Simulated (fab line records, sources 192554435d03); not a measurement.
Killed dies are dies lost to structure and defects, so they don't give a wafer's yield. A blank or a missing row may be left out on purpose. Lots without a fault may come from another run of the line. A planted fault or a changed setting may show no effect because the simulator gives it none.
Split-lot experiment | flow n5_finfet | 7 lots, 39 wafers read, on a route of 1938 steps

THE SPLIT
At N5_HKMG_FIN_CVD_62 (deposits a-Si from Si2H6, target thk 3 nm, time 20.8 s), the setting time_s was moved away from the recipe's 20.8 s on 15 of the 39 wafers read, by -36.5% to +55.2%. The other wafers ran this setting at the recipe's value.

The reading is taken at the split's own step.

THE READING
a-Si_of_HKMG_FIN_CVD_62.thk_nm (the simulator's own value, which no gauge read), in nm, at N5_HKMG_FIN_CVD_62 (deposits a-Si from Si2H6, target thk 3 nm, time 20.8 s). The file gives no usual value for it. The 24 wafers here that ran the recipe average 3.0 nm, standard deviation 0.094 nm.

wafer  | tool, chamber at the split   | time_s as run, s | against the recipe | a-Si_of_HKMG_FIN_CVD_62.thk_nm, nm | against lot-mates on the recipe
L075.1 | thermal_cvd_si-01, 2,0,0     | 20.8             | recipe             | 3                                  | -
L075.3 | thermal_cvd_si-01, 2,0,0     | 20.8             | recipe             | 3                                  | -
L075.4 | thermal_cvd_si-01, 2,0,0     | 20.8             | recipe             | 3                                  | -
L075.2 | thermal_cvd_si-01, 1,2       | 25.43            | +22.3%             | 3.8                                | +0.8
L075.6 | thermal_cvd_si-01, 1,2       | 25.43            | +22.3%             | 3.8                                | +0.8
L075.5 | thermal_cvd_si-01, 1         | 25.43            | +22.3%             | 3.6                                | +0.6
L079.1 | thermal_cvd_si-01, 1,2,0,1,2 | 20.8             | recipe             | 3                                  | -
L079.2 | thermal_cvd_si-01, 1,2,0,1,2 | 20.8             | recipe             | 3                                  | -
L079.3 | thermal_cvd_si-01, 1,2,0,1,2 | 20.8             | recipe             | 3                                  | -
L079.4 | thermal_cvd_si-01, 1,2,0,1,2 | 20.8             | recipe             | 3                                  | -
L079.6 | thermal_cvd_si-01, 1,2,0,1,2 | 20.8             | recipe             | 3                                  | -
L079.5 | thermal_cvd_si-01, 0         | 20.8             | recipe             | 2.8                                | -
L082.1 | thermal_cvd_si-02, 2,0       | 24.01            | +15.4%             | 3.4                                | +0.6
L082.5 | thermal_cvd_si-02, 2,0       | 24.01            | +15.4%             | 3.4                                | +0.6
L082.2 | thermal_cvd_si-02, 0         | 24.01            | +15.4%             | 3.2                                | +0.4
L082.3 | thermal_cvd_si-02, 1,1,2     | 20.8             | recipe             | 2.8                                | -
L082.4 | thermal_cvd_si-02, 1,1,2     | 20.8             | recipe             | 2.8                                | -
L082.6 | thermal_cvd_si-02, 1,1,2     | 20.8             | recipe             | 2.8                                | -
L084.1 | thermal_cvd_si-02, 2,0,2     | 29.89            | +43.7%             | 4.2                                | +1.3
L084.5 | thermal_cvd_si-02, 2,0,2     | 29.89            | +43.7%             | 4.2                                | +1.3
L084.6 | thermal_cvd_si-02, 2,0,2     | 29.89            | +43.7%             | 4.2                                | +1.3
L084.2 | thermal_cvd_si-02, 0         | 20.8             | recipe             | 2.8                                | -
L084.3 | thermal_cvd_si-02, 1         | 20.8             | recipe             | 3                                  | -
L084.4 | thermal_cvd_si-02, 1         | 20.8             | recipe             | 3                                  | -
L086.1 | thermal_cvd_si-02, 2,1,2     | 20.8             | recipe             | 3                                  | -
L086.5 | thermal_cvd_si-02, 2,1,2     | 20.8             | recipe             | 3                                  | -
L086.6 | thermal_cvd_si-02, 2,1,2     | 20.8             | recipe             | 3                                  | -
L086.2 | thermal_cvd_si-02, 0,1,0     | 13.2             | -36.5%             | 1.8                                | -1.2
L086.3 | thermal_cvd_si-02, 0,1,0     | 13.2             | -36.5%             | 1.8                                | -1.2
L086.4 | thermal_cvd_si-02, 0,1,0     | 13.2             | -36.5%             | 1.8                                | -1.2
L092.1 | thermal_cvd_si-02, 0         | 32.29            | +55.2%             | 4.6                                | +1.5
L092.6 | thermal_cvd_si-02, 0         | 32.29            | +55.2%             | 4.6                                | +1.5
L092.2 | thermal_cvd_si-02, 1         | 20.8             | recipe             | 3.2                                | -
L092.3 | thermal_cvd_si-02, 2         | 32.29            | +55.2%             | 4.8                                | +1.7
L092.4 | thermal_cvd_si-02, 2,1       | 20.8             | recipe             | 3                                  | -
L092.5 | thermal_cvd_si-02, 2,1       | 20.8             | recipe             | 3                                  | -
L097.1 | thermal_cvd_si-01, 1,2,0     | 20.8             | recipe             | 3                                  | -
L097.2 | thermal_cvd_si-01, 1,2,0     | 20.8             | recipe             | 3                                  | -
L097.6 | thermal_cvd_si-01, 1,2,0     | 20.8             | recipe             | 3                                  | -
Where a row lists several chambers, the file gives one row for several wafers and doesn't say which wafer went through which chamber.

THE FIT
A straight line over all 39 wafers: a-Si_of_HKMG_FIN_CVD_62.thk_nm changes by +0.0305 nm for each +1% of time_s; r = +0.99; the points scatter about the line by 0.1 nm.
The same after taking each lot's own level away (the mean of its wafers on the recipe; 39 wafers): +0.0303 nm for each +1%; r = +0.99; scatter 0.081 nm.
On that fit, the largest move of time_s shifts the reading by 1.7 nm.
The lots' own levels span 2.80 to 3.07 nm, that is 2.8 times the standard deviation above.
So the lot-to-lot level changes the slope little: the two slopes agree.
Check: with one of the wafers moved furthest among these (+55.2%) left out of the fit, the line predicts +1.69 nm for it against its lot-mates. It came out at +1.53 nm against them.

OTHER SPLITS ON THESE WAFERS
These wafers also went through other splits before the reading. Each is held against what the fit with the lots' levels taken away leaves over:
other split on the same wafers       | wafers away from the commonest value | r with a-Si_of_HKMG_FIN_CVD_62.thk_nm (lot level and that fit taken away)
N5_FIN_SAQP_HM_DEP_03 time_s         | 12                                   | +0.02
N5_SD_EPI_P_EPI_21 epi_growth_time_s | 9                                    | -0.29

THE FILE'S OWN FIT
a-Si_of_HKMG_FIN_CVD_62.thk_nm changes by +0.0302 nm for each +1% of time_s, r = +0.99.
